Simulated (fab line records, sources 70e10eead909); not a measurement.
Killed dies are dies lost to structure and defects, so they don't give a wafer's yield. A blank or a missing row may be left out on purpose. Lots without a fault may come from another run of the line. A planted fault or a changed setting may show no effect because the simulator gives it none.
fab line records | flow nand_harc
record lots=15 wafers=45 last_day=24
route steps=1159 shown A_STAIRCASE@666
lots that met no fault: from a run of the same line without faults
start_h: hours from the record's first day to the start of the lot's first wafer shown | wait_h: hours since the lot's step before | " the same as in the row above | L1.1+2: a row that stands for several wafers | - no value, or no start given | * or withheld: withheld | < > ~ a bound
route shown NAME@n: a module of which the file shows steps, and the number in the route of the first | usual: mean/standard deviation of fault-free wafers | same: alike in all rows | chamber/n: place in a boat | sites: the reading at each site | _std_site: their standard deviation | _edge_site: outer sites' mean less inner sites' | radius_mm: how far each site lies from the wafer's centre | mask NAME#n: copy n | behind: the tool/chamber that last shaped the wafer | hold: why the lot was held/for how many hours/how that ended | device: the transistor (n, p or np) that didn't switch | end of line: the same wafers' tests at the end of the route | a step without rows: its recipe alone | killed: dies lost to structure and defects at the first sort, not the wafer's yield | map: a wafer's dies, x killed, . not, _ none there
set.NAME: the setting as run; set.NAME@STEP: as run at that earlier step | model.NAME: the simulator's own value behind a step, which no gauge read
steps of the route over a sample of lots; a table a step, a row a wafer
services: from which hour (start_h, from the record's first day; less than 0 if before it) a tool's chamber was out of use, for how many hours, and why
## steps
# step NHARC_A_STAIRCASE_HM_OPEN_460
# recipe o2_flow_sccm=400 cos_flow_sccm=20 ar_flow_sccm=0 rf_w=500 bias_w=300 chemistry=O2/COS
# usual drypump_motor_current_A=5.7/0.41 oes_product_au=1.001/0.0078 rf_vpp_V=466.6/2.9 showerhead_plenum_p_Torr=3.10/0.13 throttle_valve_pct=28.330/0.009
# columns lot.wafer tool chamber start_h wait_h drypump_motor_current_A oes_product_au rf_hours_counter_h rf_vpp_V showerhead_plenum_p_Torr throttle_valve_pct
L523.2 rie_diel-12 0 - - 6.1 0.998 11 470.6 3.28 28.331
L523.4 " 1 " " 6.0 1.001 13 465.6 3.09 28.354
L523.5 " 1 " " 6.0 1.011 - 466.8 3.09 28.343
L524.4 rie_diel-08 3 - - 4.9 0.994 49 463.1 2.96 28.329
L524.3 " 1 " " 5.8 1.003 49 468.4 3.12 28.337
L524.6 " 3 " " 4.9 1.001 - 464.6 2.96 28.324
L525.2 rie_diel-12 2 - - 5.1 1.002 23 464.0 2.99 28.333
L525.4 " 0 " " 6.1 1.007 23 470.0 3.27 28.315
L525.5 " 1 " " 6.0 1.015 - 466.0 3.08 28.330
L527.3 rie_diel-08 2 - - 5.7 0.997 51 462.9 2.93 28.337
L527.4 " 0 " " 6.0 1.004 44 469.2 3.23 28.320
L527.5 " 2 " " 5.7 1.005 - 462.1 2.93 28.325
L530.3 rie_diel-12 0 - - 6.1 1.016 27 470.4 3.27 28.332
L530.2 " 1 " " 6.0 1.006 30 466.7 3.08 28.342
L530.6 " 3 " " 5.7 1.012 - 468.8 3.12 28.337
L529.3 rie_diel-12 2 - - 5.1 0.993 29 463.7 2.99 28.317
L529.4 " 0 " " 6.1 1.008 27 471.0 3.27 28.318
L529.5 " 2 " " 5.1 0.998 - 464.3 2.99 28.330
L528.1 rie_diel-12 1 - - 6.0 1.012 30 465.5 3.08 28.336
L528.5 " 0 " " 6.1 0.997 - 471.5 3.27 28.332
L528.6 " 1 " " 6.0 1.004 - 465.3 3.08 28.342
L537.1 rie_diel-06 0 - - 5.6 0.995 31 467.4 3.15 28.330
L537.4 " 1 " " 6.4 1.001 34 461.3 2.92 28.340
L537.5 " 1 " " 6.4 1.009 - 462.3 2.92 28.327
L538.1 rie_diel-12 0 - - 6.1 0.999 49 470.9 3.26 28.335
L538.4 " 1 " " 6.0 1.000 52 465.8 3.07 28.344
L538.2 " 3 " " 5.7 0.999 50 466.6 3.11 28.326
L539.2 rie_diel-12 2 - - 5.2 0.991 52 464.0 2.98 28.328
L539.1 " 0 " " 6.1 1.015 50 467.8 3.26 28.324
L539.6 " 3 " " 5.7 1.012 - 467.2 3.11 28.326
L542.1 rie_diel-08 3 - - 4.9 1.003 18 463.2 2.95 28.329
L542.2 " 0 " " 6.0 0.998 19 470.5 3.22 28.312
L542.6 " 0 " " 6.0 0.988 - 470.4 3.22 28.331
L541.1 rie_diel-08 3 - - 4.9 1.005 19 463.3 2.95 28.325
L541.3 " 1 " " 5.8 1.004 19 465.1 3.10 28.340
L541.5 " 0 " " 6.0 0.990 - 468.1 3.22 28.336
L543.1 rie_diel-06 1 - - 6.4 0.995 45 462.5 2.91 28.327
L543.5 " 3 " " 5.5 0.987 - 471.1 3.32 28.343
L543.6 " 0 " " 5.6 0.993 - 469.2 3.15 28.328
L544.4 rie_diel-06 2 - - 5.8 1.002 47 468.8 3.26 28.345
L544.1 " 3 " " 5.5 1.003 44 473.3 3.32 28.331
L544.5 " 2 " " 5.8 1.003 - 470.1 3.26 28.334
L546.2 rie_diel-08 1 - - 5.8 0.999 25 465.9 3.10 28.334
L546.4 " 2 " " 5.7 1.005 25 462.8 2.91 28.315
L546.1 " 3 " " 4.9 1.012 25 463.7 2.94 28.328
# step NHARC_A_STAIRCASE_ETCH_313
# recipe cf4_flow_sccm=100 chf3_flow_sccm=30 ar_flow_sccm=0 rf_w=500 bias_w=200 chemistry=CF4/CHF3
# usual drypump_motor_current_A=5.7/0.4 oes_product_au=0.935/0.019 rf_vpp_V=370.5/2.4 showerhead_plenum_p_Torr=1.57/0.069 throttle_valve_pct=16.802/0.0087
# columns lot.wafer tool chamber start_h wait_h drypump_motor_current_A oes_product_au rf_hours_counter_h rf_vpp_V showerhead_plenum_p_Torr throttle_valve_pct
L523.2 rie_diel-12 0 257.04 1.6 6.1 0.928 16 373.2 1.65 16.807
L523.4 " 2 " " 5.2 0.929 17 368.3 1.51 16.824
L523.5 " 0 " " 6.1 0.930 - 373.1 1.65 16.805
L524.4 rie_diel-08 1 268.01 0.1 5.8 0.921 50 370.4 1.57 16.789
L524.3 " 2 " " 5.7 0.924 50 366.2 1.48 16.803
L524.6 " 2 " " 5.7 0.929 - 367.2 1.48 16.812
L525.4 rie_diel-12 1 277.79 0.1 6.0 0.928 27 370.6 1.55 16.807
L525.2 " 0 " " 6.1 0.921 24 374.2 1.65 16.795
L525.5 " 1 " " 6.0 0.920 - 371.2 1.55 16.799
L527.4 rie_diel-12 3 281.16 0.3 5.7 0.958 24 371.1 1.57 16.790
L527.3 " 1 " " 6.0 0.960 27 370.2 1.55 16.803
L527.5 " 2 " " 5.1 0.927 - 367.3 1.51 16.807
L530.3 rie_diel-08 0 295.19 0.1 6.0 0.969 52 372.1 1.63 16.803
L530.2 " 2 " " 5.7 0.960 60 366.5 1.47 16.802
L530.6 " 0 " " 6.0 0.974 - 372.7 1.63 16.787
L529.4 rie_diel-06 1 296.82 0.1 6.3 0.954 16 367.0 1.47 16.797
L529.3 " 2 " " 5.8 0.952 16 373.6 1.65 16.801
L529.5 " 0 " " 5.6 0.966 - 372.1 1.59 16.806
L528.1 rie_diel-06 3 298.31 0.1 5.5 0.952 14 374.7 1.68 16.797
L528.6 " 3 " " 5.5 0.948 - 375.5 1.68 16.806
L528.5 " 0 " " 5.6 0.951 - 371.7 1.59 16.803
L537.1 rie_diel-08 3 347.39 0.1 4.8 0.943 13 368.0 1.49 16.809
L537.4 " 2 " " 5.7 0.959 13 368.4 1.47 16.803
L537.5 " 0 " " 6.0 0.947 - 372.8 1.62 16.786
L538.4 rie_diel-12 1 355.20 0.1 6.0 0.930 54 370.5 1.55 16.821
L538.2 " 2 " " 5.2 0.923 54 368.4 1.50 16.805
L538.1 " 0 " " 6.1 0.921 52 372.9 1.64 16.803
L539.2 rie_diel-06 0 355.98 0.1 5.6 0.929 37 371.8 1.59 16.803
L539.1 " 2 " " 5.8 0.920 39 373.4 1.64 16.810
L539.6 " 3 " " 5.5 0.922 - 376.1 1.67 16.799
L542.1 rie_diel-12 2 371.27 0.1 5.2 0.925 61 367.7 1.50 16.814
L542.2 " 0 " " 6.1 0.928 57 371.8 1.64 16.797
L542.6 " 1 " " 6.0 0.933 - 370.9 1.55 16.816
L541.3 rie_diel-08 2 372.70 0.1 5.7 0.930 21 368.4 1.47 16.803
L541.1 " 0 " " 6.0 0.912 21 372.3 1.62 16.807
L541.5 " 2 " " 5.7 0.930 - 368.1 1.47 16.793
L543.1 rie_diel-06 2 375.92 0.1 5.8 0.922 48 371.9 1.64 16.801
L543.5 " 3 " " 5.5 0.931 - 373.9 1.67 16.794
L543.6 " 0 " " 5.6 0.928 - 371.0 1.59 16.807
L544.4 rie_diel-12 1 379.42 0.1 6.0 0.984 65 369.3 1.54 16.810
L544.1 " 2 " " 5.2 0.959 67 367.8 1.50 16.798
L544.5 " 1 " " 6.0 0.988 - 369.2 1.54 16.793
L546.4 rie_diel-08 3 390.64 1.7 4.8 0.933 27 368.2 1.48 16.807
L546.1 " 0 " " 5.9 0.931 26 371.8 1.62 16.800
L546.2 " 2 " " 5.7 0.928 28 367.7 1.47 16.810
# step NHARC_A_STAIRCASE_ALD_415
# recipe target_thk_a=300 pulse_time_s=6 ald_cycles=300 temp_c=300 material=SiO2
# usual ald_cycles=300/0 heater_power_outer_w=263/21 heater_power_w=467/29 precursor_pulse_height_rel=0.998/0.018
# columns lot.wafer tool chamber start_h wait_h ald_cycles heater_power_outer_w heater_power_w precursor_pulse_height_rel
L523.4 ald_hk-04 3 259.84 0.1 300 267 488 1.037
L523.2 " 1 " " 300 242 447 0.990
L523.5 " 3 " " 300 270 474 1.016
L524.4 ald_hk-02 1 269.78 0.1 300 240 418 0.981
L524.3 " 0 " " 300 259 503 1.010
L524.6 " 2 " " 300 312 474 1.012
L525.2 ald_hk-02 1 279.88 0.3 300 239 421 0.994
L525.4 " 2 " " 300 297 472 0.979
L525.5 " 1 " " 300 232 426 1.002
L527.3 ald_hk-04 2 283.89 1.0 - - - -
L527.4 " 3 " " - - - -
L527.5 " 1 " " - - - -
L530.2 ald_hk-04 1 298.31 1.4 - - - -
L530.3 " 3 " " - - - -
L530.6 " 0 " " - - - -
L529.3 ald_hk-01 0 299.38 0.8 - - - -
L529.4 " 3 " " - - - -
L529.5 " 1 " " - - - -
L528.1 ald_hk-04 2 300.42 0.1 300 273 482 1.021
L528.6 " 2 " " 300 278 473 1.009
L528.5 " 3 " " 300 278 475 0.965
L537.4 ald_hk-02 1 349.25 0.1 300 230 416 1.012
L537.1 " 3 " " 300 265 455 0.992
L537.5 " 1 " " 300 233 407 1.002
L538.4 ald_hk-04 1 356.98 0.1 300 245 449 1.000
L538.2 " 2 " " 300 276 484 0.995
L538.1 " 0 " " 300 292 490 1.004
L539.2 ald_hk-02 2 357.76 0.1 300 292 468 0.986
L539.1 " 0 " " 300 251 490 1.014
L539.6 " 2 " " 300 296 467 0.985
L542.1 ald_hk-02 1 373.61 0.7 300 223 403 1.006
L542.2 " 0 " " 300 250 502 0.979
L542.6 " 2 " " 300 299 473 1.002
L541.1 ald_hk-01 2 375.33 0.3 300 245 436 0.997
L541.3 " 3 " " 300 248 478 0.998
L541.5 " 1 " " 300 263 489 1.025
L543.1 ald_hk-04 1 377.66 0.1 300 249 452 0.994
L543.6 " 1 " " 300 250 461 1.018
L543.5 " 2 " " 300 268 472 1.001
L544.4 ald_hk-02 1 381.42 0.3 300 235 404 0.993
L544.1 " 2 " " 300 303 466 0.999
L544.5 " 0 " " 300 253 499 1.022
L546.2 ald_hk-02 0 392.41 0.1 300 252 500 0.997
L546.1 " 2 " " 300 298 464 1.001
L546.4 " 3 " " 300 262 467 1.000
# step NHARC_A_STAIRCASE_ETCHBACK_416
# recipe target_depth_a=360 time_s=7.2 c4f8_flow_sccm=withheld o2_flow_sccm=8 ar_flow_sccm=withheld rf_w=600 bias_w=800 chemistry=C4F8/O2/Ar
# usual oes_product_au=0.94/0.033 rf_vpp_V=723/5
# columns lot.wafer tool chamber start_h wait_h oes_product_au rf_hours_counter_h rf_vpp_V
L523.2 rie_diel-08 1 - - 0.93 48 724
L523.4 " 3 " " 0.94 48 716
L523.5 " 2 " " 0.94 - 717
L524.4 rie_diel-06 3 - - 1.00 7 731
L524.3 " 0 " " 1.00 8 725
L524.6 " 1 " " 1.00 - 716
L525.4 rie_diel-06 0 - - 0.93 10 725
L525.2 " 3 " " 0.92 10 730
L525.5 " 1 " " 0.92 - 717
L527.4 rie_diel-06 1 - - 0.92 12 716
L527.3 " 3 " " 0.91 11 731
L527.5 " 2 " " 0.92 - 729
L530.3 rie_diel-12 0 - - 0.92 30 728
L530.2 " 1 " " 0.92 34 722
L530.6 " 1 " " 0.92 - 722
L529.4 rie_diel-06 3 - - 0.93 15 730
L529.3 " 0 " " 0.92 17 723
L529.5 " 1 " " 0.93 - 716
L528.1 rie_diel-06 2 - - 0.92 18 727
L528.5 " 3 " " 0.92 - 730
L528.6 " 0 " " 0.92 - 724
L537.4 rie_diel-06 0 - - 0.92 35 725
L537.1 " 3 " " 0.93 35 731
L537.5 " 0 " " 0.92 - 724
L538.2 rie_diel-08 0 - - 1.01 17 729
L538.1 " 1 " " 1.01 17 723
L538.4 " 3 " " 1.02 17 717
L539.2 rie_diel-08 0 - - 0.92 17 727
L539.1 " 1 " " 0.93 17 724
L539.6 " 3 " " 0.92 - 718
L542.2 rie_diel-08 3 - - 0.92 23 718
L542.1 " 0 " " 0.91 23 726
L542.6 " 3 " " 0.93 - 715
L541.1 rie_diel-06 1 - - 0.92 47 716
L541.3 " 2 " " 0.93 48 728
L541.5 " 2 " " 0.92 - 728
L543.1 rie_diel-06 0 - - 0.93 44 722
L543.6 " 1 " " 0.92 - 715
L543.5 " 2 " " 0.93 - 728
L544.4 rie_diel-06 2 - - 0.99 49 730
L544.1 " 3 " " 0.98 46 728
L544.5 " 1 " " 0.99 - 717
L546.4 rie_diel-12 3 - - 1.01 1 722
L546.2 " 0 " " 1.01 1 727
L546.1 " 1 " " 1.00 1 723
## services
# columns tool chamber start_h hours kind
ald_hk-01 - 228.16 10.0 pm
rie_diel-08 0 239.25 15.5 repair
rie_diel-06 - 241.34 9.0 pm
rie_diel-06 0 241.34 9.0 vent_cycle
rie_diel-06 1 241.34 9.0 vent_cycle
rie_diel-06 2 241.34 9.0 vent_cycle
rie_diel-06 3 241.34 9.0 vent_cycle
rie_diel-06 0 250.34 - clean
rie_diel-06 1 250.34 - clean
rie_diel-06 2 250.34 - clean
rie_diel-06 3 250.34 - clean
rie_diel-06 0 274.84 - clean
rie_diel-06 1 274.84 - clean
rie_diel-06 2 274.84 - clean
rie_diel-06 3 274.84 - clean
rie_diel-06 - 288.22 5.2 repair
rie_diel-06 0 299.59 - clean
rie_diel-06 1 299.59 - clean
rie_diel-06 2 299.59 - clean
rie_diel-06 3 299.59 - clean
rie_diel-08 - 301.82 9.0 pm
rie_diel-06 0 324.09 - clean
ald_hk-04 - 365.39 10.0 pm
rie_diel-08 3 386.36 2.3 repair
## key
first_sign step=NHARC_A_STAIRCASE_ALD_415 reading=tool_record direction=missing
effect none on later readings
met_at NHARC_A_STAIRCASE_ALD_415
struck_lots L527,L529,L530
later_rows_left_out L527.3,L527.4,L527.5,L529.3,L529.4,L529.5,L530.2,L530.3,L530.6
sort_left_out L527.3,L527.4,L527.5,L529.3,L529.4,L529.5,L530.2,L530.3,L530.6
tester_left_out L527,L529,L530
not_acting_at NHARC_A_STAIRCASE_HM_OPEN_460,NHARC_A_STAIRCASE_ETCH_313,NHARC_A_STAIRCASE_ETCHBACK_416
onset_between 259.84 283.89
fault kind=skipped_step_whole tool=ald_hk-01,ald_hk-04 chamber=- onset_h=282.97 steps=NHARC_A_STAIRCASE_ALD_415 scope=struck_lots_only
# tester_left_out: of these lots the tester's yield and bins aren't shown, on N5 and GAA mostly nor the transistor test; their killed dies are dies lost to structure and defects alone, not to doping, threshold or leakage, so they don't give the yield
# sort_left_out: the simulated sort isn't trusted on such a fault, so these wafers' sort isn't shown, and their yield isn't known
# later_rows_left_out: the simulator's readings of these wafers behind a module that went badly wrong aren't trusted and aren't shown, but for the sort
